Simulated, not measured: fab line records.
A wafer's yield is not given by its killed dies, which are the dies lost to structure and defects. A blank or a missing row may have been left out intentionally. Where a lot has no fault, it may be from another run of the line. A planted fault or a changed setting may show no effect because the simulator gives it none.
The tool behind it: which one? | flow n5_finfet | 9 lots with 26 wafers sampled at 7 steps, on a route of 1938 steps

## WHAT THE GAUGES READ, wafer by wafer
N5_DUMMY_GATE_THK_MEAS_05. Usual: thk_nm reads 72.4 nm (standard deviation 1.2).
lot  | measured    | on            | thk_nm (nm)    | flag
L287 | day 3 06:35 | film_metro-01 | 70.7 73.0 72.3 |
L289 | day 3 19:25 | film_metro-01 | 2.1 2.0 2.0    | OFF
L290 | day 4 01:52 | film_metro-02 | 2.0 2.0 2.0    | OFF
L291 | day 4 08:01 | film_metro-02 | 2.0 2.0 2.0    | OFF
L297 | day 5 18:18 | film_metro-02 | 73.2 71.0 71.9 |
L298 | day 5 23:48 | film_metro-01 | 74.2 72.7 73.1 |
L306 | day 7 23:32 | film_metro-01 | 71.2 72.6 72.1 |
L307 | day 8 10:10 | film_metro-02 | 70.6 70.7 72.2 |
L308 | day 8 16:29 | film_metro-02 | 72.4 74.7      |

N5_DUMMY_GATE_OVL_MEAS_16. Usual: GATE_OVL gives -0.2 nm (standard deviation 0.78).
lot  | measured    | on         | GATE_OVL (nm)  | flag
L287 | day 3 10:55 | overlay-02 | -0.3 -0.3 -0.4 |
L289 | day 3 23:45 | overlay-01 | -0.9 -0.4 -0.6 |
L290 | day 4 06:12 | overlay-01 | -0.8 0.3 -0.7  |
L291 | day 4 14:19 | overlay-01 | -1.0 0.0 0.5   |
L297 | day 5 22:49 | overlay-02 | 1.5 0.1 -1.0   |
L298 | day 6 04:08 | overlay-02 | 1.2 0.1 0.4    |
L306 | day 8 04:02 | overlay-02 | 0.5 0.8 0.9    |
L307 | day 8 16:35 | overlay-01 | -0.8 -0.6 -0.2 |
L308 | day 8 22:48 | overlay-01 | -1.1 -0.9      |

N5_DUMMY_GATE_CD_MEAS_24: target cd 15 nm. Usual: cd_nm reads 15.0 nm (standard deviation 0.51).
lot  | measured    | on        | cd_nm (nm)     | flag
L287 | day 3 11:52 | cd_sem-03 | 14.1 14.6 14.5 |
L289 | day 4 00:43 | cd_sem-03 | - - -          | OFF
L290 | day 4 07:41 | cd_sem-02 | - - -          | OFF
L291 | day 4 15:22 | cd_sem-03 | - - -          | OFF
L297 | day 5 23:46 | cd_sem-01 | 15.8 15.9 15.6 |
L298 | day 6 05:07 | cd_sem-01 | 14.5 15.5 15.4 |
L306 | day 8 05:00 | cd_sem-02 | 15.4 14.6 14.9 |
L307 | day 8 17:33 | cd_sem-01 | 15.2 14.4 14.7 |
L308 | day 8 23:45 | cd_sem-03 | 16.1 14.6      |

N5_BEOL_M4_RC_MEAS_101. Usual: DIBL_N 36.8 mV/V, standard deviation 2.2; DIBL_P 37.0 mV/V, standard deviation 2.8; IOFF_N 0.18 nA/um, standard deviation 0.043; IOFF_P 0.23 nA/um, standard deviation 0.05; ION_N 680 uA/um, standard deviation 14; ION_P 466 uA/um, standard deviation 9.1; SS_N 71.7 mV/dec, standard deviation 0.74; SS_P 73.5 mV/dec, standard deviation 0.79; VT_N 248 mV, standard deviation 4; VT_P -249 mV, standard deviation 4.1.
lot  | measured     | on        | DIBL_N (mV/V)  | DIBL_P (mV/V)  | IOFF_N (nA/um) | IOFF_P (nA/um) | ION_N (uA/um) | ION_P (uA/um) | SS_N (mV/dec)  | SS_P (mV/dec)  | VT_N (mV)   | VT_P (mV)      | flag
L287 | day 8 01:04  | prober-01 | 39.6 35.4 37.8 | 41.3 36.2 39.6 | 0.29 0.17 0.23 | 0.36 0.22 0.32 | 715 691 696   | 484 470 480   | 72.7 71.5 72.1 | 74.8 73.3 74.0 | 238 247 243 | -241 -246 -242 |
L297 | day 10 22:02 | prober-01 | 36.0 34.0 36.7 | 34.8 31.5 34.3 | 0.18 0.13 0.18 | 0.22 0.17 0.21 | 691 668 687   | 467 462 474   | 71.4 70.7 71.0 | 72.5 71.9 72.6 | 247 255 249 | -250 -251 -248 |
L298 | day 11 07:29 | prober-02 | 36.1 35.9 37.0 | 36.5 35.4 37.1 | 0.15 0.16 0.17 | 0.20 0.20 0.23 | 674 684 683   | 462 460 463   | 71.9 71.3 71.3 | 73.4 73.3 73.4 | 251 248 248 | -251 -251 -248 |
L306 | day 13 03:29 | prober-01 | 37.4 39.8 38.5 | 36.0 41.2 37.6 | 0.18 0.25 0.21 | 0.20 0.31 0.23 | 687 707 683   | 459 480 460   | 71.9 73.3 72.8 | 73.4 74.3 73.8 | 249 244 247 | -252 -249 -250 |
L307 | day 13 10:34 | prober-01 | 33.4 37.3 35.5 | 34.3 39.2 37.2 | 0.12 0.20 0.15 | 0.17 0.25 0.22 | 671 687 670   | 460 468 466   | 70.6 71.6 71.4 | 73.1 73.7 73.1 | 256 246 251 | -255 -250 -250 |
L308 | day 13 11:31 | prober-02 | 36.7 37.7      | 37.9 40.2      | 0.20 0.22      | 0.26 0.31      | 686 701       | 474 487       | 72.2 72.3      | 73.6 74.8      | 243 242     | -244 -241      |

## WHAT TOOL EACH LOT RAN ON (gives the tool, then ch and the chambers of the sampled wafers, and finally the start)
lot  | N5_FIN_CUT_STRIP_24               | N5_STI_FIN_REVEAL_OXIDATION_33      | N5_DUMMY_GATE_CVD_03
L287 | rie_diel-01 ch 0,1, day 2 16:35   | plasma_asher-01 ch 0,1, day 3 02:07 | lpcvd-01 ch 1/40,1/50,1/59, day 3 02:36
L289 | rie_diel-02 ch 1,2,3, day 3 03:17 | plasma_asher-01 ch 0,1, day 3 12:57 | lpcvd-01 ch 1/40,1/50,1/64, day 3 13:31
L290 | rie_diel-02 ch 1,2, day 3 08:56   | plasma_asher-01 ch 1, day 3 19:34   | lpcvd-01 ch 0/65,0/75,0/89, day 3 20:03
L291 | rie_diel-02 ch 0,2,3, day 3 15:26 | plasma_asher-02 ch 0,1, day 4 01:43 | lpcvd-01 ch 1/65,1/75,1/84, day 4 02:12
L297 | rie_diel-01 ch 0,1, day 5 03:37   | plasma_asher-02 ch 0,1, day 5 13:43 | lpcvd-02 ch 1/65,1/75,1/79, day 5 14:13
L298 | rie_diel-02 ch 0,1,2, day 5 09:04 | plasma_asher-01 ch 1, day 5 18:41   | lpcvd-02 ch 1/15,1/25,1/39, day 5 19:36
L306 | rie_diel-02 ch 1,2,3, day 7 09:16 | plasma_asher-01 ch 0,1, day 7 18:17 | lpcvd-01 ch 1/40,1/50,1/54, day 7 19:32
L307 | rie_diel-02 ch 1,2,3, day 7 17:40 | plasma_asher-01 ch 0,1, day 8 03:31 | lpcvd-01 ch 1/40,1/50,1/54, day 8 04:22
L308 | rie_diel-02 ch 2,3, day 7 22:29   | plasma_asher-02 ch 0,1, day 8 10:13 | lpcvd-01 ch 0/59,0/64, day 8 10:40
- N5_FIN_CUT_STRIP_24: strips in CF4.
- N5_STI_FIN_REVEAL_OXIDATION_33: chemistry O2 PLASMA REMOTE, time 20 s.
- N5_DUMMY_GATE_CVD_03: deposits a-Si from SiH4, target thk 150 nm, time 8042 s.

## AS READ BY THE TOOLS THEMSELVES (means over the sampled wafers that have a number; for cases with no such wafer, the mark the record gives instead)
N5_FIN_CUT_STRIP_24. Usual: bias_power_w 74.98 W, standard deviation 0.23; drypump_motor_current_A 5.9 A, standard deviation 0.33; oes_product_au 0.74 a.u., standard deviation 0.065; rf_vpp_V 271.5 V, standard deviation 1.5; showerhead_plenum_p_Torr 1.81 Torr, standard deviation 0.05; throttle_valve_pct 13.70 %, standard deviation 0.2.
lot  | tool        | bias_power_w (W) | drypump_motor_current_A (A) | oes_product_au (a.u.) | rf_vpp_V (V) | showerhead_plenum_p_Torr (Torr) | throttle_valve_pct (%) | flag
L287 | rie_diel-01 | 75.13            | 5.3                         | 0.74                  | 271.7        | 1.84                            | 13.48                  |
L289 | rie_diel-02 | 74.78            | 5.8                         | 0.74                  | 270.6        | 1.80                            | 13.81                  |
L290 | rie_diel-02 | 74.97            | 5.8                         | 0.75                  | 271.4        | 1.79                            | 13.82                  |
L291 | rie_diel-02 | 74.77            | 5.9                         | 0.73                  | 271.7        | 1.82                            | 13.74                  |
L297 | rie_diel-01 | 75.00            | 5.4                         | 0.71                  | 272.1        | 1.79                            | 13.51                  |
L298 | rie_diel-02 | 74.82            | 5.9                         | 0.73                  | 271.2        | 1.81                            | 13.76                  |
L306 | rie_diel-02 | 75.10            | 5.8                         | 0.72                  | 270.1        | 1.79                            | 13.88                  |
L307 | rie_diel-02 | 74.81            | 5.8                         | 0.72                  | 270.9        | 1.79                            | 13.89                  |
L308 | rie_diel-02 | 74.92            | 5.9                         | 0.71                  | 271.6        | 1.81                            | 13.84                  |

N5_STI_FIN_REVEAL_OXIDATION_33. Usual: drypump_motor_current_A 5.67 A, standard deviation 0.053; heater_power_w 147 W, standard deviation 9.6.
lot  | tool            | drypump_motor_current_A (A) | heater_power_w (W) | flag
L287 | plasma_asher-01 | 5.65                        | 136                |
L289 | plasma_asher-01 | 5.62                        | 140                |
L290 | plasma_asher-01 | 5.64                        | 140                |
L291 | plasma_asher-02 | 5.69                        | 157                |
L297 | plasma_asher-02 | 5.70                        | 157                |
L298 | plasma_asher-01 | 5.61                        | 141                |
L306 | plasma_asher-01 | 5.62                        | 137                |
L307 | plasma_asher-01 | 5.63                        | 140                |
L308 | plasma_asher-02 | 5.71                        | 158                |

N5_DUMMY_GATE_CVD_03. Usual: spike_tc_bottom_C 556.0 C, standard deviation 2.8; spike_tc_centre_C 529.7 C, standard deviation 0.76; spike_tc_top_C 552.9 C, standard deviation 1.8; susceptor_temp_C 529.97 C, standard deviation 0.18; zone_power_lower_pct 6.9 %, standard deviation 0.43.
lot  | tool     | spike_tc_bottom_C (C) | spike_tc_centre_C (C) | spike_tc_top_C (C) | susceptor_temp_C (C) | zone_power_lower_pct (%) | flag
L287 | lpcvd-01 | 560.0                 | 529.8                 | 551.3              | 530.06               | 6.8                      |
L289 | lpcvd-01 | -                     | -                     | -                  | -                    | -                        | OFF
L290 | lpcvd-01 | -                     | -                     | -                  | -                    | -                        | OFF
L291 | lpcvd-01 | -                     | -                     | -                  | -                    | -                        | OFF
L297 | lpcvd-02 | 557.2                 | 529.1                 | 552.0              | 530.20               | 7.3                      |
L298 | lpcvd-02 | 557.5                 | 529.3                 | 552.5              | 530.01               | 7.3                      |
L306 | lpcvd-01 | 558.2                 | 528.6                 | 551.2              | 530.12               | 6.8                      |
L307 | lpcvd-01 | 559.5                 | 529.0                 | 550.9              | 530.03               | 6.8                      |
L308 | lpcvd-01 | 550.8                 | 530.6                 | 555.4              | 529.93               | 6.3                      |

## THE ANSWER, worked out from the rows above alone
Rule: a lot is off if the mean of its wafers that have a number lies more than 3 standard deviations from the usual mean. A lot without any number at a reading at which 4 lots or more have one is off too. Where the step has rows for the other lots, those lots are counted as sound. After the gauges, taken in route order, come the tools' own readings; for these a lot's mean is taken, as printed above. The first step at which some lot is off is used, and at that step the reading that is off furthest; a lot without a number counts as furthest.
Off at N5_DUMMY_GATE_THK_MEAS_05 (thk_nm): L289, L290, L291.
If a tool, at a process step before that reading, ran all the lots that are off and no sound lot after the first of them, it fits. The gauges at N5_DUMMY_GATE_THK_MEAS_05 aren't tried: what is off there is off at N5_DUMMY_GATE_CD_MEAS_24 too, on other tools, and a gauge's error can't cause that. No candidate that was tried fits.

## WHAT HAD BEEN PUT IN BY THE SIMULATOR
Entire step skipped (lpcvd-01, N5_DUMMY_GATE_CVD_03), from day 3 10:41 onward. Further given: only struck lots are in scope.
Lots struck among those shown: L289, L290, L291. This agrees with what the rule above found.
